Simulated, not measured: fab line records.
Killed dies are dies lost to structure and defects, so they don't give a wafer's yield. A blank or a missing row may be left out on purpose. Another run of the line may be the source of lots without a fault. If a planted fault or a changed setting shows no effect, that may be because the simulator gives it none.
fab line records	flow n5Finfet
record: lots: 14	wafers: 42	lastDay: 18
route steps=1938 shown BEOL_M0_SAQP@664
lots that met no fault: taken from a fault-free run of the same line
startH: start of the lot's first displayed wafer, in hours after the record's first day	waitH: hours since the lot's step before	" same as the row above	L1.1+2: a single row standing in for several wafers	- value missing, or start not given	* or withheld: withheld	< > ~ a bound
route shown NAME@n: a module of which the file shows steps, and the number in the route of the first	usual: mean and standard deviation over wafers with no fault	same: alike in all rows	chamber/n: place in a boat	sites: readings site by site	_std_site: the standard deviation of these	_edge_site: outer sites' mean less inner sites'	radiusMm: how far each site lies from the wafer's centre	mask NAME#n: copy n	behind: tool/chamber where the wafer was last shaped	hold: cause of the lot's hold/its duration in hours/its outcome	device: which transistor (n, p or np) failed to switch	end of line: tests run on the same wafers once the route is complete	step lacking rows: just its recipe	killed: at the first sort, the dies lost to defects and structure; wafer yield is something else	map: a wafer's dies, marking killed ones x, the rest . and places with no die _
set.NAME: the run value of the setting; set.NAME@STEP: its run value at that earlier step	model.NAME: the simulator's own value behind a step, which no gauge read
the route's steps for a sample of lots (tables are steps, rows are wafers)
services: from which hour (startH, from the record's first day; less than 0 if before it) a tool's chamber was out of use, for how many hours, and why
== steps ==
step: N5_BEOL_M0_SAQP_SPACER1_ETCHBACK_99
recipe: chemistry: CHF3/O2	mode: anisotropicEtchback	target: SiO2	targetDepthA: 154	timeS: 7.7	pressureMtorr: 30	sourceW: 650	biasW: 170	Ar_flow_sccm: 200	CHF3_flow_sccm: 50	O2_flow_sccm: 5	ionEnergyEv: 200
usual: drypumpMotorCurrentA: 5.7/0.44	oesProductAu: 0.75/0.062	rfFwdPowerW: 646.1/2.1	rfVppV: 525/7.6	showerheadPlenumPTorr: 2.41/0.095	throttleValvePct: 18.97/0.19
lot.wafer	tool	chamber	startH	waitH	drypumpMotorCurrentA	oesProductAu	rfFwdPowerW	rfHoursCounterH	rfVppV	showerheadPlenumPTorr	throttleValvePct
L217.2	rieDiel-01	2	111.93	0.3	5.1	0.76	651.1	128	523	2.54	19.03
L217.3	"	1	"	"	6.3	0.77	644.6	148	528	2.40	18.97
L217.6	"	1	"	"	6.4	0.76	647.6	-	528	2.40	18.97
L218.1	rieDiel-06	2	115.41	0.3	4.8	0.68	646.2	245	516	2.28	19.08
L218.3	"	3	"	"	6.2	0.74	647.2	207	522	2.38	18.98
L218.5	"	1	"	"	5.5	0.80	644.9	-	530	2.23	18.66
L221.2	rieDiel-06	3	134.11	0.3	6.2	0.73	646.9	212	520	2.38	19.01
L221.4	"	1	"	"	5.5	0.80	643.3	-	530	2.23	18.67
L221.6	"	3	"	"	6.2	0.73	646.6	-	520	2.38	19.01
L222.2	rieDiel-04	3	140.42	0.3	6.1	0.71	650.7	212	522	2.48	18.94
L222.3	"	1	"	"	5.5	0.72	648.2	207	535	2.47	19.27
L222.6	"	2	"	"	5.9	0.87	646.9	-	510	2.44	18.67
L225.2	rieDiel-04	1	156.98	0.7	5.4	0.71	646.5	215	534	2.47	19.27
L225.3	"	3	"	"	6.0	0.69	648.3	219	522	2.48	18.93
L225.5	"	2	"	"	5.9	0.86	647.4	-	510	2.44	18.67
L226.3	rieDiel-04	1	163.97	0.6	5.4	0.71	646.1	217	532	2.47	19.28
L226.4	"	0	"	"	5.3	0.76	644.2	164	537	2.51	19.00
L226.5	"	1	"	"	5.4	0.71	648.0	-	534	2.47	19.27
L228.2	rieDiel-04	0	179.15	0.5	5.3	0.75	645.4	171	538	2.51	19.02
L228.3	"	1	"	"	5.4	0.70	648.7	224	533	2.47	19.26
L228.5	"	2	"	"	5.9	0.82	646.2	-	510	2.44	18.67
L232.4	rieDiel-06	0	206.56	0.3	5.6	0.72	645.9	200	521	2.48	19.08
L232.5	"	1	"	"	5.5	0.77	647.2	-	529	2.22	18.72
L232.6	"	2	"	"	4.8	0.92	647.3	-	524	2.55	18.75
L233.1	rieDiel-01	1	210.86	0.8	6.4	0.76	646.3	169	527	2.39	19.01
L233.2	"	2	"	"	5.1	0.75	647.8	148	522	2.53	19.07
L233.6	"	1	"	"	6.4	0.76	643.6	-	527	2.39	19.02
L234.1	rieDiel-01	3	213.82	0.3	5.9	0.68	643.9	237	534	2.39	18.93
L234.3	"	1	"	"	6.4	0.76	648.2	170	527	2.39	19.01
L234.5	"	2	"	"	5.1	0.76	646.0	-	522	2.53	19.08
L237.1	rieDiel-06	2	235.31	0.3	4.8	0.90	646.1	29	524	2.55	18.75
L237.5	"	0	"	"	5.6	0.71	644.0	-	519	2.47	19.09
L237.6	"	1	"	"	5.5	0.76	646.9	-	529	2.22	18.72
L238.1	rieDiel-04	1	246.24	0.3	5.4	0.70	648.0	243	532	2.46	19.33
L238.2	"	2	"	"	5.9	0.81	646.9	75	510	2.43	18.72
L238.4	"	0	"	"	5.3	0.74	646.9	192	537	2.50	19.04
L239.2	rieDiel-06	2	249.87	0.3	4.8	0.88	647.8	34	524	2.55	18.76
L239.3	"	1	"	"	5.6	0.75	645.4	148	527	2.22	18.74
L239.5	"	1	"	"	5.6	0.76	643.2	-	530	2.22	18.74
L240.1	rieDiel-01	1	255.65	0.3	6.4	0.74	646.4	184	527	2.38	19.02
L240.3	"	3	"	"	5.9	0.68	646.7	250	536	2.38	18.95
L240.5	"	3	"	"	5.9	0.68	644.3	-	536	2.38	18.94
step: N5_BEOL_M0_SAQP_EXPOSE_37
recipe: maskId: M0_CUT1	na: 0.33	sourceShape: annular	sigmaInner: 0.35	sigmaOuter: 0.8	polarization: unpolarized	targetCdNm: 30	doseMj: 44.75
usual: exposureDoseMJCm2: 44.8/0.33	focusOffsetNm: 0.0/0.51	sigmaInner: 0.35/0
lot.wafer	tool	chamber	startH	waitH	mask	exposureDoseMJCm2	focusOffsetNm	sigmaInner
L217.2	euvScanner-01	0	114.90	-	M0_CUT1#0	45.2	-0.7	0.35
L217.3	"	0	"	"	M0_CUT1#0	45.2	0.1	0.35
L217.6	"	0	"	"	M0_CUT1#0	45.2	0.0	0.35
L218.1	euvScanner-02	0	118.29	-	M0_CUT1#0	44.6	-0.1	0.35
L218.3	"	0	"	"	M0_CUT1#0	44.7	-0.3	0.35
L218.5	"	0	"	"	M0_CUT1#0	44.6	-0.2	0.35
L221.2	euvScanner-02	0	136.48	-	M0_CUT1#0	44.6	0.1	0.35
L221.4	"	0	"	"	M0_CUT1#0	44.6	0.2	0.35
L221.6	"	0	"	"	M0_CUT1#0	44.7	-0.1	0.35
L222.2	euvScanner-02	0	142.57	-	M0_CUT1#0	44.7	-0.7	0.35
L222.3	"	0	"	"	M0_CUT1#0	44.7	-0.6	0.35
L222.6	"	0	"	"	M0_CUT1#0	44.7	-0.1	0.35
L225.2	euvScanner-02	0	159.74	-	M0_CUT1#0	44.6	-0.8	0.35
L225.3	"	0	"	"	M0_CUT1#0	44.7	-0.9	0.35
L225.5	"	0	"	"	M0_CUT1#0	44.7	-0.2	0.35
L226.3	euvScanner-01	0	167.46	-	M0_CUT1#0	45.3	0.5	0.35
L226.4	"	0	"	"	M0_CUT1#0	45.2	-0.2	0.35
L226.5	"	0	"	"	M0_CUT1#0	45.3	-0.2	0.35
L228.2	euvScanner-02	0	183.37	-	M0_CUT1#0	44.6	0.3	0.35
L228.3	"	0	"	"	M0_CUT1#0	44.6	1.0	0.35
L228.5	"	0	"	"	M0_CUT1#0	44.6	0.4	0.35
L232.4	euvScanner-02	0	208.98	-	M0_CUT1#0	44.6	-0.3	0.35
L232.5	"	0	"	"	M0_CUT1#0	44.6	0.2	0.35
L232.6	"	0	"	"	M0_CUT1#0	44.6	-0.1	0.35
L233.1	euvScanner-02	-	213.66	-	M0_CUT1#0	-	-	-
L233.2	"	-	"	"	M0_CUT1#0	-	-	-
L233.6	"	-	"	"	M0_CUT1#0	-	-	-
L234.1	euvScanner-02	-	216.48	-	M0_CUT1#0	-	-	-
L234.3	"	-	"	"	M0_CUT1#0	-	-	-
L234.5	"	-	"	"	M0_CUT1#0	-	-	-
L237.1	euvScanner-02	0	237.56	-	M0_CUT1#0	44.5	-1.1	0.35
L237.5	"	0	"	"	M0_CUT1#0	44.5	0.6	0.35
L237.6	"	0	"	"	M0_CUT1#0	44.5	-0.5	0.35
L238.1	euvScanner-02	0	248.83	-	M0_CUT1#0	44.6	0.2	0.35
L238.2	"	0	"	"	M0_CUT1#0	44.6	0.3	0.35
L238.4	"	0	"	"	M0_CUT1#0	44.5	-0.4	0.35
L239.2	euvScanner-02	0	252.22	-	M0_CUT1#0	44.5	-0.1	0.35
L239.3	"	0	"	"	M0_CUT1#0	44.5	-0.4	0.35
L239.5	"	0	"	"	M0_CUT1#0	44.6	0.8	0.35
L240.1	euvScanner-02	0	257.78	-	M0_CUT1#0	44.5	-0.1	0.35
L240.3	"	0	"	"	M0_CUT1#0	44.5	-0.5	0.35
L240.5	"	0	"	"	M0_CUT1#0	44.5	0.2	0.35
step: N5_BEOL_M0_SAQP_DESCUM_45
recipe: chemistry: O2	timeS: 7	sourcePowerW: 50	biasPowerW: 20	pressureMtorr: 20	rfFrequencyHz: 2.712e+07	tempC: 40	resist: CAR-EUV	o2FlowSccm: 225
usual: drypumpMotorCurrentA: 5.6/0.48	oesProductAu: 0.76/0.072	rfFwdPowerW: 49.33/0.24	rfVppV: 243.1/1.7	showerheadPlenumPTorr: 2.10/0.096	throttleValvePct: 20.50/0.23
lot.wafer	tool	chamber	startH	waitH	drypumpMotorCurrentA	oesProductAu	rfFwdPowerW	rfHoursCounterH	rfVppV	showerheadPlenumPTorr	throttleValvePct
L217.2	rieDiel-01	1	115.22	0.1	6.4	0.76	49.58	149	242.7	2.10	20.65
L217.3	"	2	"	"	5.1	0.78	49.73	129	245.5	2.18	20.40
L217.6	"	1	"	"	6.4	0.76	49.42	-	241.9	2.11	20.66
L218.1	rieDiel-06	0	118.54	0.0	5.6	0.76	49.19	169	244.4	2.17	20.60
L218.3	"	2	"	"	4.8	0.68	49.12	246	240.0	1.96	20.51
L218.5	"	2	"	"	4.8	0.68	49.43	-	241.8	1.96	20.50
L221.2	rieDiel-04	2	136.73	0.0	5.9	0.88	49.58	40	243.5	2.15	20.35
L221.4	"	0	"	"	5.3	0.77	48.89	153	244.7	2.19	20.54
L221.6	"	2	"	"	5.9	0.87	49.60	-	243.9	2.15	20.37
L222.2	rieDiel-04	1	142.89	0.1	5.4	0.71	49.42	207	244.6	2.15	20.80
L222.3	"	2	"	"	5.9	0.86	49.49	42	242.8	2.15	20.37
L222.6	"	2	"	"	5.9	0.87	49.47	-	244.4	2.15	20.36
L225.2	rieDiel-06	0	160.14	0.2	5.6	0.74	49.34	186	243.2	2.17	20.62
L225.3	"	2	"	"	4.8	0.95	49.49	6	244.4	2.22	20.16
L225.5	"	1	"	"	5.6	0.79	49.39	-	240.2	1.91	20.13
L226.3	rieDiel-06	3	168.67	1.0	6.2	0.72	49.69	229	241.6	2.08	20.71
L226.4	"	0	"	"	5.6	0.75	49.27	189	244.4	2.17	20.63
L226.5	"	3	"	"	6.1	0.72	49.29	-	242.6	2.08	20.72
L228.2	rieDiel-04	0	183.63	0.0	5.3	0.76	49.30	172	243.2	2.18	20.59
L228.3	"	2	"	"	5.9	0.85	49.43	59	243.5	2.14	20.38
L228.5	"	0	"	"	5.3	0.75	49.23	-	243.7	2.18	20.59
L232.4	rieDiel-01	1	209.23	0.0	6.4	0.75	49.27	169	242.5	2.10	20.67
L232.5	"	0	"	"	6.2	0.70	48.97	-	242.8	1.99	20.79
L232.6	"	1	"	"	6.4	0.76	49.48	-	243.4	2.10	20.68
L233.1	rieDiel-01	3	213.92	0.0	5.9	0.68	49.42	237	244.2	2.07	20.43
L233.2	"	1	"	"	6.4	0.75	49.56	170	242.1	2.10	20.68
L233.6	"	0	"	"	6.2	0.70	49.15	-	242.7	1.99	20.78
L234.1	rieDiel-06	3	216.73	0.0	6.1	0.70	49.57	242	242.4	2.08	20.72
L234.3	"	2	"	"	4.8	0.90	48.99	23	246.5	2.21	20.19
L234.5	"	2	"	"	4.8	0.89	49.24	-	244.8	2.21	20.18
L237.1	rieDiel-04	0	237.82	0.0	5.3	0.74	48.94	189	245.4	2.18	20.60
L237.5	"	1	"	"	5.4	0.69	49.47	-	244.2	2.14	20.84
L237.6	"	0	"	"	5.3	0.74	48.97	-	243.5	2.18	20.60
L238.1	rieDiel-04	0	249.08	0.0	5.3	0.74	49.09	193	244.4	2.17	20.61
L238.2	"	1	"	"	5.4	0.69	49.35	244	243.4	2.14	20.83
L238.4	"	2	"	"	5.9	0.83	49.53	76	243.6	2.14	20.40
L239.2	rieDiel-06	2	252.47	0.0	4.8	0.88	49.36	34	245.8	2.21	20.20
L239.3	"	0	"	"	5.7	0.71	49.37	213	244.9	2.16	20.67
L239.5	"	2	"	"	4.8	0.87	49.49	-	246.1	2.21	20.22
L240.1	rieDiel-01	0	258.03	0.0	6.2	0.69	48.93	215	240.6	1.98	20.80
L240.3	"	3	"	"	5.9	0.67	49.57	250	242.3	2.06	20.45
L240.5	"	0	"	"	6.2	0.69	48.81	-	240.9	1.98	20.79
step: N5_BEOL_M0_SAQP_ETCH_73
recipe: chemistry: CF4	target: SiARC	targetDepthA: 195	maskMaterial: CAR-EUV	timeS: 32.5	ionEnergyEv: 80	pressureMtorr: 40	sourceW: 545	biasW: 36	Ar_flow_sccm: 100	cf4FlowSccm: 100	ends: cleared
usual: drypumpMotorCurrentA: 5.6/0.48	etchRfOnTimeS: 32.4/0.73	oesProductAu: 0.65/0.063	rfFwdPowerW: 533.1/2.5	rfVppV: 184.1/1.5	showerheadPlenumPTorr: 2.15/0.089	throttleValvePct: 15.71/0.19
lot.wafer	tool	chamber	startH	waitH	drypumpMotorCurrentA	etchRfOnTimeS	oesProductAu	rfFwdPowerW	rfHoursCounterH	rfVppV	showerheadPlenumPTorr	throttleValvePct
L217.2	rieDiel-01	1	115.28	0.0	6.4	32.4	0.66	530.1	149	183.4	2.14	15.76
L217.3	"	2	"	"	5.1	33.7	0.65	537.8	129	185.9	2.25	15.75
L217.6	"	1	"	"	6.4	32.7	0.65	532.8	-	184.8	2.14	15.78
L218.1	rieDiel-06	0	118.60	0.0	5.6	33.2	0.64	530.6	169	184.8	2.21	15.78
L218.3	"	2	"	"	4.8	32.6	0.59	532.8	246	183.6	2.03	15.88
L218.5	"	2	"	"	4.8	32.5	0.58	531.3	-	182.3	2.03	15.88
L221.2	rieDiel-04	2	136.79	0.0	5.9	32.9	0.75	536.0	40	184.1	2.18	15.40
L221.4	"	0	"	"	5.3	33.0	0.64	530.2	153	183.9	2.22	15.66
L221.6	"	2	"	"	5.9	33.3	0.74	534.7	-	184.6	2.18	15.43
L222.2	rieDiel-04	1	142.94	0.0	5.5	31.9	0.62	533.6	207	184.3	2.20	15.99
L222.3	"	2	"	"	5.8	33.1	0.73	536.9	42	184.9	2.18	15.42
L222.6	"	2	"	"	5.8	32.8	0.75	535.9	-	185.0	2.18	15.42
L225.2	rieDiel-06	0	160.19	0.0	5.6	32.8	0.62	531.8	186	184.6	2.20	15.81
L225.3	"	2	"	"	4.8	31.3	0.83	531.2	6	186.0	2.28	15.41
L225.5	"	1	"	"	5.5	32.2	0.67	532.5	-	181.6	1.99	15.48
L226.3	rieDiel-06	3	168.72	0.0	6.1	31.5	0.63	535.4	229	184.0	2.11	15.75
L226.4	"	0	"	"	5.6	33.0	0.62	533.0	189	186.6	2.20	15.81
L226.5	"	3	"	"	6.1	31.4	0.63	535.9	-	185.1	2.11	15.75
L228.2	rieDiel-04	0	183.68	0.0	5.3	32.7	0.64	530.4	172	185.6	2.22	15.68
L228.3	"	2	"	"	5.9	33.2	0.71	531.3	59	183.5	2.17	15.45
L228.5	"	0	"	"	5.3	32.6	0.64	532.2	-	185.1	2.22	15.67
L232.4	rieDiel-01	1	209.28	0.0	6.4	32.2	0.65	529.3	169	185.5	2.13	15.81
L232.5	"	0	"	"	6.2	33.0	0.60	528.3	-	183.0	2.05	16.00
L232.6	"	1	"	"	6.4	32.2	0.64	531.8	-	184.3	2.13	15.81
L233.1	rieDiel-01	3	213.97	0.0	5.9	33.6	0.26	537.9	237	184.4	2.12	15.64
L233.2	"	1	"	"	6.4	32.6	0.29	530.1	170	184.5	2.13	15.80
L233.6	"	0	"	"	6.2	33.2	0.26	532.9	-	182.4	2.05	15.97
L234.1	rieDiel-06	3	216.79	0.0	6.1	31.8	0.26	533.3	242	182.6	2.10	15.77
L234.3	"	2	"	"	4.8	31.5	0.34	532.5	23	187.1	2.27	15.45
L234.5	"	2	"	"	4.8	31.7	0.34	533.2	-	185.7	2.27	15.42
L237.1	rieDiel-04	0	237.87	0.0	5.3	32.8	0.63	529.9	189	183.8	2.21	15.72
L237.5	"	1	"	"	5.4	32.1	0.60	535.0	-	184.3	2.19	16.05
L237.6	"	0	"	"	5.3	32.9	0.63	531.3	-	185.8	2.21	15.72
L238.1	rieDiel-04	0	249.14	0.0	5.4	32.1	0.64	531.2	193	185.3	2.21	15.73
L238.2	"	1	"	"	5.4	31.2	0.61	537.2	244	185.7	2.19	16.06
L238.4	"	2	"	"	5.9	33.0	0.69	535.5	76	183.1	2.17	15.49
L239.2	rieDiel-06	2	252.52	0.0	4.8	31.7	0.76	532.7	34	186.0	2.27	15.49
L239.3	"	0	"	"	5.6	33.5	0.60	532.0	213	184.9	2.20	15.85
L239.5	"	2	"	"	4.8	31.5	0.76	531.2	-	186.6	2.27	15.47
L240.1	rieDiel-01	0	258.09	0.0	6.2	33.3	0.59	532.3	215	183.1	2.04	16.02
L240.3	"	3	"	"	5.9	33.6	0.57	533.7	250	183.0	2.12	15.69
L240.5	"	0	"	"	6.2	33.2	0.59	529.8	-	183.1	2.04	16.03
== services ==
tool	chamber	startH	hours	kind
euvScanner-02	-	89.70	4.6	pm
rieDiel-01	0	107.52	8.7	repair
euvScanner-01	-	112.41	1.0	pm
euvScanner-02	-	123.46	1.0	pm
rieDiel-06	2	130.38	-	clean
rieDiel-06	2	130.38	-	consumableReplace:focusRing
rieDiel-06	2	130.38	-	consumableReplace:showerhead
rieDiel-06	2	130.38	17.2	scheduledDown
rieDiel-06	2	130.38	17.2	ventCycle
rieDiel-01	-	142.97	28.1	pm
rieDiel-06	-	151.78	0.2	repair
euvScanner-01	-	160.24	4.6	pm
euvScanner-01	-	168.56	1.0	pm
euvScanner-02	-	179.61	1.0	pm
euvScanner-01	-	224.75	1.0	pm
euvScanner-02	-	235.76	1.0	pm
rieDiel-06	3	242.81	-	clean
rieDiel-06	3	242.81	-	consumableReplace:focusRing
rieDiel-06	3	242.81	17.0	scheduledDown
rieDiel-06	3	242.81	17.0	ventCycle
rieDiel-01	2	244.51	16.5	repair
rieDiel-04	3	251.21	-	clean
rieDiel-04	3	251.21	-	consumableReplace:focusRing
euvScanner-01	-	254.81	5.8	pm
== key ==
firstSign: step: N5_BEOL_M0_SAQP_EXPOSE_37	reading: toolRecord	direction: missing
effect none on later readings
metAt N5_BEOL_M0_SAQP_EXPOSE_37
struckLots L233,L234
laterRowsLeftOut L233.1,L233.2,L233.6,L234.1,L234.3,L234.5
sortLeftOut L233.1,L233.2,L233.6,L234.1,L234.3,L234.5
notActingAt N5_BEOL_M0_SAQP_SPACER1_ETCHBACK_99,N5_BEOL_M0_SAQP_DESCUM_45,N5_BEOL_M0_SAQP_ETCH_73
onsetBetween 208.98 213.66
fault: kind: skippedStepWhole	tool: euvScanner-02	chamber: -	onsetH: 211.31	steps: N5_BEOL_M0_SAQP_EXPOSE_37	scope: struckLotsOnly
sortLeftOut: the simulated sort isn't trusted on such a fault, so these wafers' sort isn't shown, and their yield isn't known
laterRowsLeftOut: the simulator's readings of these wafers behind a module that went badly wrong aren't trusted and aren't shown, but for the sort
